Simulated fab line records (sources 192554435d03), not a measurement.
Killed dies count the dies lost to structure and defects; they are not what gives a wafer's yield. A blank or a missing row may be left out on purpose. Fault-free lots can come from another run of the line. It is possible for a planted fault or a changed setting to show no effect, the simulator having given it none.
fab line records	flow n5-finfet
record lots=10	wafers=29	last-day=18
route steps=1938 shown BEOL_M8@1389 BEOL_M9@1411 PASSIVATION@1936
lots with no fault: from the same line, run without faults
start-h: hours from the record's opening day to when the first of the lot's shown wafers began	wait-h: hours since the lot's step before	" the same as in the row above	L1.1+2: several wafers, shown together as one row	- no value, or no start given	* or withheld: withheld	< > ~ a bound
route shown NAME@n: names a module that has steps shown in the file, with the first one's number in the route	usual: mean/standard deviation of fault-free wafers	same: alike in all rows	chamber/n: place in a boat	sites: readings site by site	_std_site: standard deviation of those values	_edge_site: the outer-site mean with the inner-site mean subtracted	radius-mm: for every site, how far away it sits from the centre of the wafer	mask NAME#n: copy n	behind: the tool/chamber that last shaped the wafer	hold: cause of the lot's hold/its duration in hours/its outcome	device: which transistor (n, p or np) failed to switch	end of line: tests of these same wafers at the route's end	a step without rows: its recipe alone	killed: dies that structure and defects cost at the first sort, which is not the same as the wafer's yield	map: shows each die of a wafer: x if killed, . if not, _ if none is there
set.NAME: the run value of the setting; set.NAME@STEP: its run value at that earlier step	model.NAME: the simulator's own value behind a step, which no gauge read
steps of the route over a sample of lots; a table a step, a row a wafer
services: when a tool's chamber went out of use (start-h, in hours from the record's first day, below 0 if earlier), for how many hours, and the reason
## steps
# step N5_BEOL_M8_ALD_77
# recipe material=TaN	target-thk-a=20	temp-c=275	ald-precursor-family=PDMAT	ald-co-reactant=NH3	pressure-torr=3	carrier-flow-sccm=1500	pulse-time-s=2	purge-time-s=3	co-reactant-purge-time-s=2	co-reactant-pulse-time-s=3	ald-cycles=40	precursor-vessel-temp-c=75	precursor-vessel-pressure-torr=26.25	precursor-vessel-carrier-sccm=1000
# usual heater-power-w=419/62	precursor-vessel-temp-c=75.01/0.11
# same purge-time-s=3
lot.wafer	tool	chamber	start-h	wait-h	heater-power-w	precursor-vessel-temp-c
L324.1	ald-metal-01	1	203.90	0.1	455	75.16
L324.5	"	0	"	"	348	75.05
L324.6	"	1	"	"	450	75.25
L325.3	ald-metal-03	3	211.95	0.1	469	74.99
L325.4	"	0	"	"	335	75.06
L325.6	"	3	"	"	462	75.00
L328.1	ald-metal-03	0	224.53	0.1	331	75.08
L328.3	"	2	"	"	377	74.98
L328.5	"	2	"	"	367	74.92
L330.3	ald-metal-01	0	246.97	0.1	351	74.92
L330.6	"	0	"	"	349	75.21
L336.1	ald-metal-02	3	295.09	0.1	396	75.03
L336.3	"	0	"	"	448	74.95
L336.4	"	1	"	"	432	74.97
L339.2	ald-metal-02	3	297.34	0.2	403	75.18
L339.3	"	1	"	"	434	74.89
L339.5	"	0	"	"	459	75.17
L342.1	ald-metal-03	1	326.01	0.1	553	75.04
L342.2	"	0	"	"	329	74.87
L342.5	"	3	"	"	453	74.97
L341.2	ald-metal-01	3	326.31	0.1	389	74.91
L341.5	"	3	"	"	378	74.81
L341.6	"	0	"	"	347	74.89
L344.3	ald-metal-01	3	348.61	0.1	386	75.10
L344.4	"	2	"	"	459	74.99
L344.5	"	2	"	"	454	75.01
L346.2	ald-metal-03	2	352.48	0.0	377	74.97
L346.3	"	3	"	"	456	74.92
L346.4	"	0	"	"	323	75.19
# step N5_BEOL_M9_EXPOSE_08
# recipe mask-id=M9	na=1.35	source-shape=dipole	sigma-inner=0.411	sigma-outer=0.611	polarization=te	dose-mj=53.75
# usual exposure-dose-mJ-cm2=53.72/0.054
# same sigma-inner=0.411
lot.wafer	tool	chamber	start-h	wait-h	mask	exposure-dose-mJ-cm2
L324.1	arfi-scanner-02	0	208.42	-	M9#0	53.71
L324.5	"	0	"	"	M9#0	53.80
L324.6	"	0	"	"	M9#0	53.71
L325.3	arfi-scanner-02	0	216.20	-	M9#0	53.74
L325.4	"	0	"	"	M9#0	53.59
L325.6	"	0	"	"	M9#0	53.71
L328.1	arfi-scanner-02	0	228.38	-	M9#0	50.76
L328.3	"	0	"	"	M9#0	50.70
L328.5	"	0	"	"	M9#0	50.73
L330.3	arfi-scanner-02	0	251.33	-	M9#0	51.22
L330.6	"	0	"	"	M9#0	51.29
L336.1	arfi-scanner-01	0	298.66	-	M9#0	53.75
L336.3	"	0	"	"	M9#0	53.71
L336.4	"	0	"	"	M9#0	53.80
L339.2	arfi-scanner-01	0	300.62	-	M9#0	53.70
L339.3	"	0	"	"	M9#0	53.74
L339.5	"	0	"	"	M9#0	53.78
L342.1	arfi-scanner-03	0	330.23	-	M9#0	53.65
L342.2	"	0	"	"	M9#0	53.64
L342.5	"	0	"	"	M9#0	53.60
L341.2	arfi-scanner-03	0	330.75	-	M9#0	53.70
L341.5	"	0	"	"	M9#0	53.69
L341.6	"	0	"	"	M9#0	53.75
L344.3	arfi-scanner-03	0	352.66	-	M9#0	53.73
L344.4	"	0	"	"	M9#0	53.70
L344.5	"	0	"	"	M9#0	53.70
L346.2	arfi-scanner-01	0	357.37	-	M9#0	53.79
L346.3	"	0	"	"	M9#0	53.72
L346.4	"	0	"	"	M9#0	53.76
# step N5_BEOL_M9_CD_MEAS_11
# recipe target-cd-nm=64.1	landing-energy-ev=500	detector=se-inlens	polarity=opening
# usual cd-nm=64.5/0.65
lot.wafer	tool	chamber	start-h	wait-h	cd-nm
L324.1	cd-sem-02	0	208.55	-	64.3
L324.5	"	0	"	"	64.5
L324.6	"	0	"	"	64.3
L325.3	cd-sem-03	0	216.32	-	65.3
L325.4	"	0	"	"	65.0
L325.6	"	0	"	"	65.1
L328.1	cd-sem-01	0	228.50	-	60.3
L328.3	"	0	"	"	61.8
L328.5	"	0	"	"	61.0
L330.3	cd-sem-02	0	251.45	-	61.1
L330.6	"	0	"	"	62.0
L336.1	cd-sem-01	0	298.78	-	64.2
L336.3	"	0	"	"	63.9
L336.4	"	0	"	"	64.4
L339.2	cd-sem-03	0	300.75	-	63.6
L339.3	"	0	"	"	63.6
L339.5	"	0	"	"	64.6
L342.1	cd-sem-03	0	330.35	-	63.0
L342.2	"	0	"	"	63.3
L342.5	"	0	"	"	64.6
L341.2	cd-sem-01	0	330.88	-	64.0
L341.5	"	0	"	"	64.9
L341.6	"	0	"	"	64.9
L344.3	cd-sem-01	0	352.77	-	64.2
L344.4	"	0	"	"	64.6
L344.5	"	0	"	"	64.4
L346.2	cd-sem-02	0	357.49	-	63.6
L346.3	"	0	"	"	65.6
L346.4	"	0	"	"	64.2
# step N5_BEOL_M9_INSPECT_13
# recipe mode=adi	inspect-instrument=brightfield
# usual raw-defect-count=418/97
lot.wafer	tool	chamber	start-h	wait-h	raw-defect-count
L324.1	defect-inspect-01	-	208.60	0.0	341
L324.5	"	-	"	"	470
L324.6	"	-	"	"	414
L325.3	defect-inspect-02	-	216.37	0.0	311
L325.4	"	-	"	"	324
L325.6	"	-	"	"	299
L328.1	defect-inspect-01	-	228.56	0.0	490
L328.3	"	-	"	"	520
L328.5	"	-	"	"	521
L330.3	defect-inspect-01	-	251.50	0.0	415
L330.6	"	-	"	"	430
L336.1	defect-inspect-01	-	298.84	0.0	300
L336.3	"	-	"	"	390
L336.4	"	-	"	"	366
L339.2	defect-inspect-02	-	300.80	0.0	460
L339.3	"	-	"	"	434
L339.5	"	-	"	"	482
L342.1	defect-inspect-01	-	330.41	0.0	407
L342.2	"	-	"	"	384
L342.5	"	-	"	"	353
L341.2	defect-inspect-02	-	330.93	0.0	287
L341.5	"	-	"	"	340
L341.6	"	-	"	"	364
L344.3	defect-inspect-01	-	352.82	0.0	439
L344.4	"	-	"	"	389
L344.5	"	-	"	"	415
L346.2	defect-inspect-01	-	357.55	0.0	439
L346.3	"	-	"	"	384
L346.4	"	-	"	"	335
# step N5_BEOL_M9_ETCH_61
# recipe chemistry=CF4	target=SiARC	target-depth-a=390	mask-material=CAR-ArF	time-s=65	ion-energy-ev=80	pressure-mtorr=40	source-w=545	bias-w=36	Ar_flow_sccm=100	cf4-flow-sccm=100	ends=cleared
# usual drypump-motor-current-A=5.5/0.33	etch-rf-on-time-s=65.1/2.1	oes-product-au=0.67/0.067	rf-vpp-V=184.2/1.2	showerhead-plenum-p-Torr=2.14/0.07	throttle-valve-pct=15.65/0.2
lot.wafer	tool	chamber	start-h	wait-h	drypump-motor-current-A	etch-rf-on-time-s	oes-product-au	rf-hours-counter-h	rf-vpp-V	showerhead-plenum-p-Torr	throttle-valve-pct
L324.1	rie-diel-02	2	208.67	0.0	5.8	62.2	0.81	20	183.2	2.10	15.18
L324.5	"	0	"	"	4.8	66.8	0.59	-	184.3	2.13	16.03
L324.6	"	3	"	"	5.7	63.9	0.75	-	185.2	2.25	15.75
L325.3	rie-diel-06	3	216.44	0.0	5.2	65.8	0.72	49	185.7	2.26	15.34
L325.4	"	2	"	"	6.1	64.2	0.66	139	185.0	2.14	15.61
L325.6	"	0	"	"	5.6	62.7	0.64	-	185.6	2.22	15.68
L328.1	rie-diel-06	2	228.69	0.0	6.1	63.6	0.65	143	184.8	2.14	15.63
L328.3	"	3	"	"	5.2	66.3	0.71	52	186.1	2.25	15.35
L328.5	"	0	"	"	5.6	63.6	0.62	-	185.1	2.22	15.66
L330.3	rie-diel-04	0	251.57	0.0	5.6	69.5	0.70	71	182.7	2.10	15.55
L330.6	"	0	"	"	5.6	68.8	0.70	-	183.6	2.10	15.55
L336.1	rie-diel-04	1	298.91	0.0	5.0	68.2	0.78	9	182.6	2.09	15.39
L336.3	"	0	"	"	5.6	68.2	0.68	85	184.0	2.10	15.58
L336.4	"	2	"	"	5.7	66.0	0.59	200	181.6	2.04	15.70
L339.2	rie-diel-02	3	300.87	0.0	5.7	64.1	0.72	78	185.8	2.24	15.81
L339.3	"	1	"	"	6.0	65.6	0.58	239	183.1	2.12	15.90
L339.5	"	2	"	"	5.8	61.8	0.76	-	182.4	2.09	15.24
L342.1	rie-diel-04	2	330.48	0.0	5.7	66.3	0.58	206	183.1	2.04	15.72
L342.2	"	1	"	"	5.0	67.7	0.76	17	183.6	2.09	15.39
L342.5	"	0	"	"	5.6	67.8	0.68	-	182.6	2.10	15.60
L341.2	rie-diel-04	2	331.00	0.0	5.7	66.9	0.59	206	181.9	2.04	15.69
L341.5	"	0	"	"	5.6	69.1	0.67	-	184.5	2.10	15.60
L341.6	"	1	"	"	5.0	67.4	0.77	-	184.7	2.09	15.42
L344.3	rie-diel-06	0	352.89	0.0	5.6	62.7	0.61	203	184.4	2.21	15.74
L344.4	"	1	"	"	5.5	62.4	0.69	113	184.4	2.08	15.89
L344.5	"	1	"	"	5.4	62.2	0.69	-	182.6	2.08	15.87
L346.2	rie-diel-04	1	357.61	0.0	5.0	67.9	0.74	27	183.5	2.09	15.43
L346.3	"	0	"	"	5.6	68.1	0.67	103	182.6	2.09	15.60
L346.4	"	3	"	"	5.4	64.6	0.59	249	185.1	2.20	15.89
# step N5_BEOL_M9_CD_MEAS_18
# recipe pitch-nm=140	target-cd-nm=70
# usual cd-nm=70.4/0.84
lot.wafer	tool	chamber	start-h	wait-h	cd-nm
L324.1	cd-sem-02	-	209.09	0.0	70.7
L324.5	"	-	"	"	70.3
L324.6	"	-	"	"	70.7
L325.3	cd-sem-01	-	216.87	0.1	70.9
L325.4	"	-	"	"	71.0
L325.6	"	-	"	"	70.9
L328.1	cd-sem-01	-	229.24	0.0	67.0
L328.3	"	-	"	"	67.2
L328.5	"	-	"	"	66.2
L330.3	cd-sem-01	-	252.02	0.1	67.8
L330.6	"	-	"	"	68.7
L336.1	cd-sem-02	-	299.38	0.1	69.5
L336.3	"	-	"	"	70.0
L336.4	"	-	"	"	69.5
L339.2	cd-sem-01	-	301.29	0.1	69.8
L339.3	"	-	"	"	69.1
L339.5	"	-	"	"	70.6
L342.1	cd-sem-03	-	330.93	0.0	68.3
L342.2	"	-	"	"	68.3
L342.5	"	-	"	"	71.4
L341.2	cd-sem-01	-	331.52	0.1	68.7
L341.5	"	-	"	"	70.9
L341.6	"	-	"	"	70.2
L344.3	cd-sem-01	-	353.32	0.1	70.1
L344.4	"	-	"	"	70.1
L344.5	"	-	"	"	70.6
L346.2	cd-sem-01	-	358.14	0.1	69.6
L346.3	"	-	"	"	72.1
L346.4	"	-	"	"	71.2
# step N5_BEOL_M9_CD_MEAS_35
# recipe target-cd-nm=70	target-cd-y-nm=40	polarity=opening
# usual cd-nm=70.4/0.81
lot.wafer	tool	chamber	start-h	wait-h	cd-nm
L324.1	cd-sem-03	-	211.13	0.0	70.5
L324.5	"	-	"	"	70.2
L324.6	"	-	"	"	70.1
L325.3	cd-sem-01	-	219.69	0.0	70.8
L325.4	"	-	"	"	70.7
L325.6	"	-	"	"	70.8
L328.1	cd-sem-03	-	230.62	0.0	67.4
L328.3	"	-	"	"	67.4
L328.5	"	-	"	"	66.5
L330.3	cd-sem-01	-	253.18	0.0	68.4
L330.6	"	-	"	"	69.0
L336.1	cd-sem-03	-	300.68	0.0	69.4
L336.3	"	-	"	"	70.2
L336.4	"	-	"	"	69.6
L339.2	cd-sem-03	-	302.86	0.0	70.1
L339.3	"	-	"	"	68.7
L339.5	"	-	"	"	70.7
L342.1	cd-sem-03	-	332.07	0.0	68.8
L342.2	"	-	"	"	68.6
L342.5	"	-	"	"	71.2
L341.2	cd-sem-03	-	334.55	0.0	68.8
L341.5	"	-	"	"	70.9
L341.6	"	-	"	"	70.1
L344.3	cd-sem-03	-	354.94	0.0	70.4
L344.4	"	-	"	"	69.9
L344.5	"	-	"	"	70.7
L346.2	cd-sem-02	-	363.30	0.0	69.1
L346.3	"	-	"	"	71.8
L346.4	"	-	"	"	70.6
# step N5_PASSIVATION_PROBE_49
# usual defect-limited-yield=91.0/1.4	killed_at_M0_to_M3=35/10	killed_at_M4_up=14/5.5	killed-at-contacts=13/5.6	killed-at-front-end=41/11	killed-at-other=4/3.4	killed-dies=106/16	killed-open=68/12	killed-short=35/7.3	sort_bin_4_leakage=0.3/2.1	sort_bin_5_function=5.3/0.89	sort_bin_6_memory=3.4/0.67	sort-n-pass=1070/28	sort-yield-pct=90.7/2.4
# same gross-dies=1180	killed-at-back-side=0	sort_bin_8_speed[%]=0
lot.wafer	tool	chamber	start-h	wait-h	defect-limited-yield[%]	killed_at_M0_to_M3	killed_at_M4_up	killed-at-contacts	killed-at-front-end	killed-at-other	killed-dies	killed-open	killed-short	sort_bin_4_leakage[%]	sort_bin_5_function[%]	sort_bin_6_memory[%]	sort-n-pass	sort-yield-pct[%]
L330.3	prober-01	-	319.14	0.1	89.5	41	22	10	50	1	124	82	38	0	6.1	3.9	1056	89.5
L330.6	prober-01	-	319.29	0.3	88.3	40	24	13	60	1	138	93	42	1.0	6.3	4.6	1030	87.3
L339.2	prober-01	-	374.55	0.1	90.3	44	18	17	32	3	114	74	34	0.1	6.4	3.0	1065	90.3
L339.3	prober-01	-	374.60	0.1	92.4	27	11	16	36	0	90	60	29	0	4.4	2.9	1090	92.4
L339.5	prober-01	-	374.70	0.2	92.5	38	11	14	26	0	89	54	32	0	4.2	3.1	1091	92.5
L336.1	prober-02	-	376.48	0.0	90.9	43	8	8	47	1	107	77	27	0	5.0	3.9	1073	90.9
L336.3	prober-02	-	376.58	0.1	93.9	20	8	19	22	3	72	56	14	0	3.6	2.3	1108	93.9
L336.4	prober-02	-	376.63	0.2	92.1	32	8	13	40	0	93	62	29	0	4.7	3.1	1087	92.1
L341.2	prober-02	-	397.65	0.1	92.0	37	12	7	31	7	94	68	25	0.1	4.7	3.2	1085	91.9
L341.5	prober-02	-	397.80	0.2	91.4	36	10	11	37	8	102	63	36	0	4.9	3.6	1078	91.4
L341.6	prober-02	-	397.85	0.3	92.5	38	9	10	28	4	89	53	35	0	3.5	3.9	1091	92.5
L342.1	prober-01	-	398.03	0.0	90.8	22	13	6	60	7	108	54	52	0	5.8	2.8	1072	90.8
L342.2	prober-01	-	398.08	0.1	91.8	28	18	8	39	4	97	65	32	0	4.7	3.1	1083	91.8
L342.5	prober-01	-	398.23	0.2	92.2	24	9	9	44	6	92	52	35	0	4.3	3.0	1088	92.2
L346.2	prober-01	-	424.46	0.1	92.7	26	7	12	40	1	86	54	30	0	4.4	2.6	1094	92.7
L346.3	prober-01	-	424.51	0.1	92.9	32	15	7	30	0	84	49	29	0	4.3	2.2	1096	92.9
L346.4	prober-01	-	424.56	0.2	92.5	30	14	7	33	4	88	57	31	0	3.7	3.5	1092	92.5
# killed by level:class
L330.3 FIN_SAQP:geometric-particle:open=17 BEOL_M0_SAQP:geometric-particle:open=13 BEOL_M4:geometric-particle:open=11 FIN_SAQP:geometric-particle:short=9 BEOL_M0_SAQP:geometric-particle:short=9 BEOL_M2:geometric-particle:open=9 MOL_CONTACT_COAG:geometric-particle:open=8 GATE_CUT:geometric-particle:short=4
L330.6 BEOL_M0_SAQP:geometric-particle:open=23 BEOL_M4:geometric-particle:open=15 FIN_SAQP:geometric-particle:open=13 FIN_SAQP:geometric-particle:short=12 MOL_CONTACT_COAG:geometric-particle:open=12 STI_FIN_REVEAL:geometric-particle:open=11 BEOL_M0_SAQP:geometric-particle:short=10 GATE_CUT:geometric-particle:open=7
L339.2 BEOL_M0_SAQP:geometric-particle:open=14 MOL_CONTACT_COAG:geometric-particle:open=13 BEOL_M0_SAQP:geometric-particle:short=11 STI_FIN_REVEAL:geometric-particle:open=10 BEOL_M2:geometric-particle:open=6 BEOL_M3:geometric-particle:open=6 BEOL_M4:geometric-particle:open=6 STI_FIN_REVEAL:geometric-particle:short=4
L339.3 MOL_CONTACT_COAG:geometric-particle:open=12 STI_FIN_REVEAL:geometric-particle:open=10 BEOL_M0_SAQP:geometric-particle:open=9 FIN_SAQP:geometric-particle:open=7 BEOL_M4:geometric-particle:open=6 BEOL_M0_SAQP:geometric-particle:short=5 FIN_SAQP:geometric-particle:short=4 MOL_CONTACT_COAG:geometric-particle:short=4
L339.5 MOL_CONTACT_COAG:geometric-particle:open=12 BEOL_M0_SAQP:geometric-particle:short=11 BEOL_M3:geometric-particle:open=10 GATE_CUT:geometric-particle:short=9 BEOL_M0_SAQP:geometric-particle:open=9 GATE_CUT:geometric-particle:open=4 FIN_CUT:geometric-particle:short=3 BEOL_M4:geometric-particle:open=3
L336.1 STI_FIN_REVEAL:geometric-particle:open=19 BEOL_M3:geometric-particle:open=12 BEOL_M2:geometric-particle:open=11 BEOL_M1:geometric-particle:open=8 MOL_CONTACT_COAG:geometric-particle:open=5 STI_FIN_REVEAL:geometric-particle:short=4 GATE_CUT:geometric-particle:short=4 FIN_SAQP:geometric-particle:short=3
L336.3 MOL_CONTACT_COAG:geometric-particle:open=16 STI_FIN_REVEAL:geometric-particle:open=7 BEOL_M1:geometric-particle:open=5 BEOL_M0_SAQP:geometric-particle:open=4 BEOL_M0:geometric-particle:open=4 BEOL_M3:geometric-particle:open=4 FIN_SAQP:geometric-particle:open=3 BEOL_M0_SAQP:geometric-particle:short=3
L336.4 BEOL_M1:geometric-particle:open=15 FIN_SAQP:geometric-particle:open=14 FIN_SAQP:geometric-particle:short=10 MOL_CONTACT_COAG:geometric-particle:open=7 BEOL_M0_SAQP:geometric-particle:short=7 STI_FIN_REVEAL:geometric-particle:open=5 MOL_CONTACT_COAG:geometric-particle:short=4 GATE_CUT:geometric-particle:short=3
L341.2 BEOL_M1:geometric-particle:open=11 BEOL_M2:geometric-particle:open=9 BEOL_M0_SAQP:geometric-particle:open=7 STI_FIN_REVEAL:geometric-particle:open=6 MOL_CONTACT_COAG:geometric-particle:open=6 DUMMY_GATE:geometric-particle:open=6 BEOL_M3:geometric-particle:open=4 STARTING-WAFER:geometric-particle:open=4
L341.5 BEOL_M1:geometric-particle:open=10 BEOL_M3:geometric-particle:open=8 MOL_CONTACT_COAG:geometric-particle:open=8 STI_FIN_REVEAL:geometric-particle:open=7 FIN_SAQP:geometric-particle:short=5 STI_FIN_REVEAL:geometric-particle:short=4 SPACER0:geometric-particle:open=4 BEOL_M0_SAQP:geometric-particle:short=4
L341.6 BEOL_M0_SAQP:geometric-particle:short=12 BEOL_M2:geometric-particle:open=8 MOL_CONTACT_COAG:geometric-particle:open=7 BEOL_M1:geometric-particle:open=7 BEOL_M0_SAQP:geometric-particle:open=6 DUMMY_GATE:geometric-particle:open=5 FIN_SAQP:geometric-particle:open=4 GATE_CUT:geometric-particle:short=4
L342.1 FIN_SAQP:geometric-particle:short=26 FIN_SAQP:geometric-particle:open=13 BEOL_M0_SAQP:geometric-particle:short=6 MOL_CONTACT_COAG:geometric-particle:open=5 BEOL_M3:geometric-particle:open=4 DUMMY_GATE:geometric-particle:open=4 BEOL_M4:geometric-particle:short=4 BEOL_M0_SAQP:geometric-particle:open=4
L342.2 BEOL_M0_SAQP:geometric-particle:open=11 FIN_SAQP:geometric-particle:open=9 BEOL_M4:geometric-particle:short=9 STI_FIN_REVEAL:geometric-particle:open=8 GATE_CUT:geometric-particle:open=8 MOL_CONTACT_COAG:geometric-particle:open=7 BEOL_M0_SAQP:geometric-particle:short=7 BEOL_M3:geometric-particle:open=5
L342.5 GATE_CUT:geometric-particle:short=12 MOL_CONTACT_COAG:geometric-particle:open=9 BEOL_M0_SAQP:geometric-particle:open=7 DUMMY_GATE:geometric-particle:open=7 FIN_SAQP:geometric-particle:open=5 FIN_SAQP:geometric-particle:short=5 BEOL_M0_SAQP:geometric-particle:short=5 BEOL_M2:geometric-particle:open=5
L346.2 MOL_CONTACT_COAG:geometric-particle:open=8 BEOL_M3:geometric-particle:open=8 FIN_SAQP:geometric-particle:open=6 FIN_SAQP:geometric-particle:short=6 STI_FIN_REVEAL:geometric-particle:open=6 BEOL_M0_SAQP:geometric-particle:open=6 BEOL_M0_SAQP:geometric-particle:short=6 GATE_CUT:geometric-particle:open=5
L346.3 BEOL_M0_SAQP:geometric-particle:short=10 ILD0:geometric-particle:open=6 MOL_CONTACT_COAG:geometric-particle:open=6 BEOL_M0_SAQP:geometric-particle:open=5 FIN_SAQP:geometric-particle:short=4 BEOL_M1:geometric-particle:open=4 BEOL_M3:geometric-particle:open=4 STI_FIN_REVEAL:geometric-particle:open=3
L346.4 BEOL_M3:geometric-particle:open=7 STI_FIN_REVEAL:geometric-particle:open=6 BEOL_M4:geometric-particle:open=6 BEOL_M0_SAQP:geometric-particle:short=5 BEOL_M5:geometric-particle:open=5 FIN_SAQP:geometric-particle:open=4 GATE_CUT:geometric-particle:short=4 MOL_CONTACT_COAG:geometric-particle:open=4
## services
tool	chamber	start-h	hours	kind
arfi-scanner-02	-	184.60	0.8	pm
arfi-scanner-01	-	192.05	0.4	repair
arfi-scanner-03	-	198.78	0.8	pm
arfi-scanner-02	-	201.36	1.3	pm
arfi-scanner-03	-	206.95	1.3	pm
arfi-scanner-01	-	215.90	17.3	pm
rie-diel-04	0	222.79	11.3	repair
rie-diel-04	2	228.08	2.4	repair
arfi-scanner-01	-	233.23	1.0	pm
arfi-scanner-01	-	240.41	1.3	pm
arfi-scanner-03	-	241.45	1.0	pm
arfi-scanner-02	-	253.23	4.9	pm
arfi-scanner-03	-	261.98	1.6	repair
arfi-scanner-02	-	271.99	3.1	pm
arfi-scanner-02	-	277.35	1.0	pm
arfi-scanner-03	-	285.77	1.0	pm
rie-diel-06	2	299.45	8.1	repair
arfi-scanner-01	-	323.42	4.8	pm
arfi-scanner-02	-	326.86	1.3	pm
arfi-scanner-01	-	329.15	7.5	repair
arfi-scanner-03	-	332.45	1.3	pm
rie-diel-06	0	337.05	4.8	repair
arfi-scanner-01	-	338.35	0.8	pm
arfi-scanner-02	-	353.40	0.8	pm
## key
first-sign step=N5_BEOL_M9_EXPOSE_08	reading=exposure-dose-mJ-cm2	direction=down	sigmas=52	usual=53.72	struck=50.94
effect step=N5_BEOL_M9_CD_MEAS_11	reading=cd-nm	direction=down	sigmas=5	usual=64.5	struck=61.2	through=control-loop
effect step=N5_BEOL_M9_CD_MEAS_18	reading=cd-nm	direction=down	sigmas=3.5	usual=70.4	struck=67.4	through=control-loop
effect step=N5_BEOL_M9_CD_MEAS_35	reading=cd-nm	direction=down	sigmas=3.2	usual=70.4	struck=67.7	through=control-loop
met-at N5_BEOL_M9_EXPOSE_08
struck-lots L328,L330
loop-trim step=N5_BEOL_M9_EXPOSE_08	setting=dose	lots=L330
not-acting-at N5_BEOL_M8_ALD_77,N5_BEOL_M9_INSPECT_13,N5_BEOL_M9_ETCH_61
onset-between 216.20 228.38
fault kind=process-parameter-drift	tool=arfi-scanner-02	chamber=-	onset-h=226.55	steps=N5_BEOL_M9_EXPOSE_08	channel=dose-mj	offset=-3.0495	shape=step	acts-in=these-recipes-only	stated=53.75
# loop-trim: a control loop set the setting to another value than it would have without faults
